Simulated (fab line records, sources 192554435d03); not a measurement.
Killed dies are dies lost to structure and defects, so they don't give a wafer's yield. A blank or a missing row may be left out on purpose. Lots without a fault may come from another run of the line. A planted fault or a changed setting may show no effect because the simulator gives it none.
Which tool did it? | flow n5_finfet | 11 lots, 32 wafers sampled, at 2 steps of a route of 1938

WHAT THE GAUGES READ, wafer by wafer
N5_BEOL_M13_CD_MEAS_10: target cd 190 nm. Usual: cd_nm 190.1 nm, standard deviation 1.6.
lot  | measured     | on        | cd_nm (nm)        | flag
L701 | day 10 19:33 | cd_sem-03 | 186.5 187.9 188.9 |
L702 | day 11 04:09 | cd_sem-02 | 188.9 189.9 190.6 |
L708 | day 12 16:23 | cd_sem-03 | 189.5 190.8 188.1 |
L709 | day 13 04:51 | cd_sem-03 | 188.7 187.8 187.3 |
L714 | day 13 23:44 | cd_sem-03 | 188.4 188.5 189.3 |
L718 | day 15 15:17 | cd_sem-01 | 191.4 190.2 188.9 |
L719 | day 15 22:55 | cd_sem-02 | 191.5 189.6 191.6 |
L723 | day 16 17:37 | cd_sem-02 | 187.9 189.0 190.5 |
L721 | day 17 06:41 | cd_sem-01 | 191.0 189.3 191.2 |
L722 | day 17 07:03 | cd_sem-03 | 188.9 192.4       |
L724 | day 17 19:16 | cd_sem-03 | 189.4 190.3 187.9 |

N5_BEOL_M13_CD_MEAS_17: target cd 190 nm. Usual: cd_nm 190.5 nm, standard deviation 1.7.
lot  | measured     | on        | cd_nm (nm)        | flag
L701 | day 10 20:14 | cd_sem-01 | 187.0 189.7 190.4 |
L702 | day 11 04:46 | cd_sem-01 | 189.4 189.0 189.7 |
L708 | day 12 17:08 | cd_sem-02 | 188.8 190.6 187.0 |
L709 | day 13 05:28 | cd_sem-01 | 190.9 188.0 189.8 |
L714 | day 14 00:34 | cd_sem-03 | 189.7 188.5 192.0 |
L718 | day 15 16:05 | cd_sem-02 | 191.9 190.4 190.5 |
L719 | day 15 23:40 | cd_sem-01 | 191.2 190.0 191.0 |
L723 | day 16 18:17 | cd_sem-03 | 187.5 189.6 190.2 |
L721 | day 17 07:17 | cd_sem-02 | 191.7 190.5 191.8 |
L722 | day 17 07:40 | cd_sem-01 | 189.5 192.4       |
L724 | day 17 19:53 | cd_sem-03 | 190.5 191.8 188.6 |

WHICH TOOL RAN EACH LOT (tool, then ch and the chambers of the sampled wafers, then the start)
The record holds no process step before these readings.

WHAT THE TOOLS THEMSELVES READ (means of the sampled wafers that have a number; where no wafer has one, the mark that the record gives instead)
The record holds no such reading with a usual standard deviation.

THE ANSWER, worked out from the rows above alone
Rule: a lot is off if the mean of its wafers that have a number lies more than 3 standard deviations from the usual mean. A lot without any number at a reading at which 4 lots or more have one is off too. The other lots that the step has rows for count as sound. The gauges are gone through in route order, then the tools' own readings, and for those a lot's mean is taken as printed above. The first step at which some lot is off is used, and at that step the reading that is off furthest; a lot without a number counts as furthest.
No lot is off at any reading shown: from this, nothing can be told.

WHAT THE SIMULATOR HAD PUT IN
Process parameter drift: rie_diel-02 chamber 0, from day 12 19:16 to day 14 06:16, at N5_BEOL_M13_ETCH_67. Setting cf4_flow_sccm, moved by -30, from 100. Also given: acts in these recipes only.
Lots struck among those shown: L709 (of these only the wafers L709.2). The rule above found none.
